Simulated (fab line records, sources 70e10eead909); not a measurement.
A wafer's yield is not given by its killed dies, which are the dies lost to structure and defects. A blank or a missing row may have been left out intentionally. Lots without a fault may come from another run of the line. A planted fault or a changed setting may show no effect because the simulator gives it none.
fab line records    flow nand-harc    part 2 of 2: steps 5 to 6 of 6
record lots=23  wafers=69  last-day=33
route steps=1302 shown A_STAIRCASE@740
lots that met no fault: from a run of the same line without faults
start-h: hours from the record's opening day to when the first of the lot's shown wafers began    wait-h: time in hours since the lot's previous step    " the same as in the row above    L1.1+2: a single row standing in for several wafers    - value missing, or start not given    * or withheld: withheld    < > ~ a bound
route shown NAME@n: NAME is a module with steps in the file, n the number in the route of the first one    usual: mean and standard deviation over wafers with no fault    same: alike in all rows    chamber/n: place in a boat    sites: each site's reading    _std_site: how widely they spread, as a standard deviation    _edge_site: mean of outer sites minus mean of inner sites    radius-mm: for every site, how far away it sits from the centre of the wafer    mask NAME#n: copy n    behind: the last tool/chamber to shape the wafer    hold: why the lot was held/for how many hours/how that ended    device: transistor that didn't switch, given as n, p or np    end of line: the tests these same wafers got at the end of their route    a step without rows: its recipe alone    killed: dies that structure and defects cost at the first sort, which is not the same as the wafer's yield    map: dies across one wafer; x = killed, . = not, _ = none there
set.NAME: the setting as run; set.NAME@STEP: as run at that earlier step    model.NAME: the simulator's own value behind a step, which no gauge read
route steps across a sampled set of lots; one table per step, one row per wafer
services: when a tool's chamber went out of use (start-h, in hours from the record's first day, below 0 if earlier), for how many hours, and the reason
## steps
# step NHARC_A_STAIRCASE_DESCUM_291
# recipe time-s=3  o2-flow-sccm=200  ar-flow-sccm=0  bias-power-w=0  chemistry=O2
# usual drypump-motor-current-A=5.9/0.44  oes-product-au=1.001/0.009  rf-vpp-V=57.7/0.87  showerhead-plenum-p-Torr=1.90/0.08  throttle-valve-pct=11.313/0.0092
lot.wafer  tool         chamber  start-h  wait-h  drypump-motor-current-A  oes-product-au  rf-hours-counter-h  rf-vpp-V  showerhead-plenum-p-Torr  throttle-valve-pct
L075.3     rie-diel-03  3        380.63   -       5.9                      1.002           27                  56.4      1.77                      11.313
L075.1     "            0        "        "       6.5                      1.020           28                  56.9      1.98                      11.309
L075.6     "            2        "        "       4.9                      1.012           -                   56.7      1.92                      11.330
L074.3     rie-diel-03  0        381.73   -       6.5                      1.007           28                  58.9      1.98                      11.304
L074.2     "            2        "        "       4.9                      1.001           30                  59.0      1.92                      11.316
L074.6     "            0        "        "       6.5                      1.011           -                   58.2      1.98                      11.317
L076.3     rie-diel-05  1        404.69   -       6.1                      1.006           56                  57.9      1.79                      11.310
L076.6     "            2        "        "       5.4                      0.988           -                   57.0      1.91                      11.287
L076.5     "            0        "        "       5.7                      0.993           -                   57.6      1.89                      11.293
L077.1     rie-diel-12  3        411.53   -       6.1                      0.985           46                  57.0      1.80                      11.311
L077.3     "            1        "        "       6.2                      0.988           37                  57.8      1.93                      11.311
L077.5     "            0        "        "       6.2                      1.016           -                   58.6      1.84                      11.303
L078.1     rie-diel-12  0        422.08   -       6.2                      1.004           47                  58.1      1.84                      11.310
L078.2     "            1        "        "       6.2                      0.986           44                  57.3      1.93                      11.321
L078.5     "            2        "        "       5.6                      1.000           -                   56.8      1.93                      11.316
L079.1     rie-diel-03  2        439.89   -       4.9                      1.000           52                  58.3      1.91                      11.326
L079.4     "            3        "        "       5.9                      0.984           47                  58.2      1.76                      11.306
L079.3     "            0        "        "       6.5                      1.001           45                  58.4      1.98                      11.316
L081.1     rie-diel-05  1        443.18   -       6.1                      1.006           10                  58.6      1.79                      11.318
L081.2     "            0        "        "       5.7                      1.011           8                   58.4      1.89                      11.325
L081.6     "            1        "        "       6.1                      1.008           -                   56.7      1.79                      11.305
L080.3     rie-diel-05  1        444.90   -       6.1                      1.009           11                  56.7      1.79                      11.320
L080.1     "            2        "        "       5.4                      1.000           11                  57.4      1.90                      11.296
L080.5     "            1        "        "       6.2                      1.006           -                   57.2      1.79                      11.297
L082.1     rie-diel-03  0        456.48   -       6.6                      1.017           49                  56.9      1.98                      11.297
L082.4     "            0        "        "       6.5                      1.014           -                   57.2      1.98                      11.323
L082.5     "            3        "        "       5.9                      0.996           -                   56.5      1.76                      11.302
L083.4     rie-diel-12  1        479.41   -       6.2                      1.004           12                  56.9      1.92                      11.312
L083.5     "            2        "        "       5.6                      0.986           -                   56.7      1.92                      11.323
L083.6     "            3        "        "       6.1                      1.006           -                   56.7      1.79                      11.306
L085.2     rie-diel-12  2        484.54   -       5.6                      0.978           12                  57.1      1.92                      11.306
L085.1     "            3        "        "       6.1                      0.994           12                  55.2      1.79                      11.324
L085.6     "            1        "        "       6.2                      0.994           -                   58.2      1.92                      11.322
L084.4     rie-diel-03  3        489.19   -       5.9                      1.013           5                   58.1      2.07                      11.308
L084.2     "            2        "        "       4.9                      1.016           4                   57.4      1.91                      11.324
L084.5     "            0        "        "       6.5                      1.020           -                   58.5      1.97                      11.321
L086.4     rie-diel-12  3        498.44   -       6.2                      1.002           18                  58.6      1.79                      11.316
L086.3     "            0        "        "       6.2                      1.007           18                  57.1      1.83                      11.327
L086.2     "            1        "        "       6.2                      0.990           16                  59.0      1.92                      11.307
L088.3     rie-diel-12  3        526.40   -       6.1                      1.005           29                  57.6      1.79                      11.305
L088.1     "            0        "        "       6.2                      1.007           28                  57.7      1.83                      11.318
L088.5     "            1        "        "       6.2                      0.998           -                   56.4      1.92                      11.292
L089.3     rie-diel-03  1        537.20   -       5.7                      0.994           16                  57.4      1.93                      11.312
L089.6     "            0        "        "       6.5                      1.014           -                   56.0      1.97                      11.303
L089.5     "            1        "        "       5.7                      0.995           -                   57.7      1.93                      11.319
L090.2     rie-diel-12  1        538.26   -       6.2                      1.006           28                  57.7      1.92                      11.308
L090.1     "            2        "        "       5.6                      0.999           28                  58.3      1.92                      11.311
L090.6     "            2        "        "       5.6                      1.007           -                   58.8      1.92                      11.310
L091.4     rie-diel-03  3        545.66   -       5.9                      1.010           26                  58.2      2.07                      11.313
L091.2     "            2        "        "       5.0                      1.017           31                  57.6      1.90                      11.308
L091.5     "            3        "        "       5.9                      1.012           -                   57.2      2.07                      11.314
L092.2     rie-diel-03  2        572.83   -       4.9                      1.011           38                  57.0      1.90                      11.312
L092.5     "            2        "        "       4.9                      1.012           -                   58.3      1.90                      11.320
L092.6     "            3        "        "       5.9                      1.014           -                   58.1      2.06                      11.310
L093.1     rie-diel-12  1        573.05   -       6.2                      1.000           38                  58.2      1.91                      11.312
L093.6     "            1        "        "       6.2                      1.006           -                   56.8      1.91                      11.312
L093.5     "            2        "        "       5.6                      0.996           -                   58.3      1.91                      11.316
L095.1     rie-diel-12  2        589.06   -       5.6                      0.994           47                  57.5      1.91                      11.313
L095.2     "            3        "        "       6.1                      0.994           52                  58.2      1.78                      11.305
L095.3     "            0        "        "       6.2                      0.988           49                  56.2      1.82                      11.297
L094.3     rie-diel-03  2        590.60   -       4.9                      1.009           44                  58.5      1.90                      11.327
L094.1     "            0        "        "       6.5                      1.013           41                  59.0      1.96                      11.307
L094.6     "            2        "        "       4.9                      1.011           -                   57.5      1.90                      11.303
L097.1     rie-diel-03  3        607.74   -       5.9                      0.994           47                  57.5      2.06                      11.320
L097.3     "            1        "        "       5.7                      0.987           38                  58.2      1.93                      11.312
L097.2     "            2        "        "       5.0                      0.993           48                  58.6      1.90                      11.313
L096.2     rie-diel-12  3        617.09   -       6.1                      1.005           60                  56.9      1.78                      11.321
L096.1     "            0        "        "       6.2                      1.000           58                  56.0      1.82                      11.308
L096.6     "            3        "        "       6.1                      0.997           -                   57.9      1.78                      11.307
# step NHARC_A_STAIRCASE_DESCUM_312
# recipe time-s=3  o2-flow-sccm=200  ar-flow-sccm=0  bias-power-w=0  chemistry=O2
# usual drypump-motor-current-A=5.8/0.45  oes-product-au=1.003/0.008  rf-vpp-V=57.7/0.96  showerhead-plenum-p-Torr=1.90/0.077  throttle-valve-pct=11.310/0.0086
lot.wafer  tool         chamber  start-h  wait-h  drypump-motor-current-A  oes-product-au  rf-hours-counter-h  rf-vpp-V  showerhead-plenum-p-Torr  throttle-valve-pct
L075.1     rie-diel-03  0        385.85   -       6.5                      1.004           29                  57.6      1.98                      11.302
L075.3     "            1        "        "       5.7                      1.009           32                  59.3      1.95                      11.306
L075.6     "            3        "        "       5.9                      0.998           -                   56.2      1.77                      11.304
L074.3     rie-diel-12  1        386.87   -       6.2                      0.995           29                  57.8      1.93                      11.305
L074.2     "            2        "        "       5.6                      1.002           35                  58.3      1.93                      11.310
L074.6     "            1        "        "       6.2                      0.995           -                   57.2      1.93                      11.297
L076.3     rie-diel-03  1        410.47   -       5.7                      1.007           39                  57.9      1.94                      11.315
L076.6     "            3        "        "       5.9                      0.989           -                   57.7      1.77                      11.310
L076.5     "            0        "        "       6.6                      1.015           -                   56.7      1.98                      11.308
L077.3     rie-diel-05  0        420.05   -       5.7                      1.012           2                   58.0      1.89                      11.295
L077.1     "            1        "        "       6.1                      0.995           2                   56.9      1.79                      11.314
L077.5     "            0        "        "       5.7                      1.015           -                   56.0      1.89                      11.318
L078.2     rie-diel-03  1        428.70   -       5.7                      1.006           50                  57.8      1.94                      11.322
L078.1     "            0        "        "       6.5                      1.008           41                  58.3      1.98                      11.305
L078.5     "            1        "        "       5.7                      1.008           -                   59.7      1.94                      11.293
L079.4     rie-diel-03  2        445.84   -       4.9                      0.998           52                  56.8      1.91                      11.301
L079.3     "            3        "        "       5.9                      0.996           48                  57.4      1.76                      11.307
L079.1     "            0        "        "       6.5                      1.015           46                  58.0      1.98                      11.321
L081.1     rie-diel-03  0        449.71   -       6.5                      1.006           47                  57.6      1.98                      11.309
L081.2     "            3        "        "       5.9                      0.989           49                  57.6      1.76                      11.317
L081.6     "            0        "        "       6.5                      1.006           -                   57.9      1.98                      11.311
L080.1     rie-diel-05  3        450.52   -       5.8                      0.999           7                   58.0      1.97                      11.320
L080.3     "            1        "        "       6.1                      1.006           11                  57.6      1.79                      11.311
L080.5     "            3        "        "       5.7                      0.998           -                   57.9      1.97                      11.307
L082.1     rie-diel-05  2        462.45   -       5.4                      1.001           18                  57.9      1.90                      11.310
L082.4     "            0        "        "       5.7                      1.017           13                  57.8      1.89                      11.304
L082.5     "            1        "        "       6.1                      1.006           -                   56.4      1.79                      11.305
L083.4     rie-diel-12  1        491.84   -       6.2                      1.008           15                  58.0      1.92                      11.307
L083.6     "            0        "        "       6.2                      1.016           -                   56.8      1.83                      11.311
L083.5     "            1        "        "       6.2                      1.004           -                   56.8      1.92                      11.325
L085.2     rie-diel-03  3        496.80   -       5.9                      1.020           7                   59.3      2.07                      11.305
L085.1     "            0        "        "       6.5                      1.013           7                   58.9      1.97                      11.312
L085.6     "            3        "        "       5.9                      1.008           -                   58.3      2.07                      11.308
L084.2     rie-diel-03  2        501.60   -       4.9                      0.993           10                  57.8      1.91                      11.324
L084.4     "            1        "        "       5.7                      0.990           10                  57.9      1.93                      11.291
L084.5     "            2        "        "       5.0                      0.999           -                   56.9      1.91                      11.313
L086.2     rie-diel-03  2        506.58   -       4.9                      1.008           12                  56.1      1.91                      11.322
L086.3     "            3        "        "       5.9                      1.008           11                  58.1      2.07                      11.300
L086.4     "            0        "        "       6.5                      1.015           -                   57.7      1.97                      11.302
L088.1     rie-diel-12  1        531.86   -       6.2                      1.008           27                  58.7      1.92                      11.306
L088.3     "            2        "        "       5.6                      1.003           26                  57.2      1.92                      11.306
L088.5     "            0        "        "       6.2                      1.013           -                   57.9      1.83                      11.301
L089.3     rie-diel-12  2        542.28   -       5.6                      1.011           29                  59.6      1.92                      11.306
L089.6     "            2        "        "       5.6                      1.005           -                   58.4      1.92                      11.301
L089.5     "            3        "        "       6.1                      1.018           -                   57.5      1.78                      11.300
L090.1     rie-diel-12  1        543.37   -       6.2                      1.008           31                  56.9      1.92                      11.313
L090.2     "            2        "        "       5.6                      0.997           30                  57.8      1.92                      11.298
L090.6     "            1        "        "       6.2                      1.003           -                   57.2      1.92                      11.319
L091.2     rie-diel-05  2        551.90   -       5.4                      1.008           41                  56.6      1.89                      11.315
L091.4     "            2        "        "       5.4                      0.995           -                   59.0      1.89                      11.303
L091.5     "            3        "        "       5.7                      0.992           -                   56.0      1.96                      11.309
L092.2     rie-diel-12  0        577.93   -       6.2                      0.992           42                  57.7      1.83                      11.326
L092.6     "            2        "        "       5.6                      0.986           -                   58.5      1.91                      11.300
L092.5     "            3        "        "       6.1                      1.004           -                   55.2      1.78                      11.300
L093.1     rie-diel-03  1        578.11   -       5.7                      0.999           31                  57.1      1.93                      11.328
L093.5     "            0        "        "       6.5                      1.010           -                   58.0      1.96                      11.320
L093.6     "            1        "        "       5.7                      0.998           -                   57.7      1.93                      11.312
L095.1     rie-diel-03  2        597.22   -       4.9                      1.010           46                  60.6      1.90                      11.314
L095.3     "            3        "        "       5.9                      1.006           44                  57.4      2.06                      11.322
L095.2     "            0        "        "       6.5                      1.014           43                  56.9      1.96                      11.316
L094.3     rie-diel-05  0        597.38   -       5.7                      1.000           1                   57.2      1.88                      11.322
L094.1     "            2        "        "       5.4                      1.000           0                   58.5      1.89                      11.324
L094.6     "            1        "        "       6.1                      0.990           -                   57.1      1.77                      11.304
L097.1     rie-diel-05  3        618.80   -       5.7                      0.994           6                   58.3      1.95                      11.299
L097.3     "            1        "        "       6.2                      0.994           7                   55.6      1.77                      11.319
L097.2     "            2        "        "       5.4                      0.998           6                   57.0      1.89                      11.316
L096.1     rie-diel-03  0        626.57   -       6.5                      1.001           53                  58.6      1.96                      11.291
L096.2     "            3        "        "       5.9                      0.992           53                  59.9      2.06                      11.296
L096.6     "            0        "        "       6.5                      1.013           -                   57.3      1.96                      11.307
## services
tool         chamber  start-h  hours  kind
rie-diel-12  0        352.97   -      clean
rie-diel-12  1        352.97   -      clean
rie-diel-12  2        352.97   -      clean
rie-diel-12  3        352.97   -      clean
rie-diel-12  -        376.64   0.5    repair
rie-diel-03  2        394.33   1.7    repair
rie-diel-03  0        400.29   7.5    repair
rie-diel-12  3        401.05   5.6    repair
rie-diel-12  0        403.41   -      clean
rie-diel-12  1        403.41   -      clean
rie-diel-12  2        403.41   -      clean
rie-diel-05  -        407.07   9.0    pm
rie-diel-12  0        427.91   -      clean
rie-diel-12  1        427.91   -      clean
rie-diel-12  -        447.42   9.0    pm
rie-diel-03  2        453.37   4.3    repair
rie-diel-12  -        458.24   0.5    repair
rie-diel-05  2        464.84   31.8   repair
rie-diel-03  1        502.74   20.3   repair
rie-diel-12  -        536.03   2.2    repair
rie-diel-12  2        569.33   2.6    repair
rie-diel-05  -        584.74   9.0    pm
rie-diel-03  0        606.54   6.3    repair
rie-diel-12  -        624.49   9.0    pm
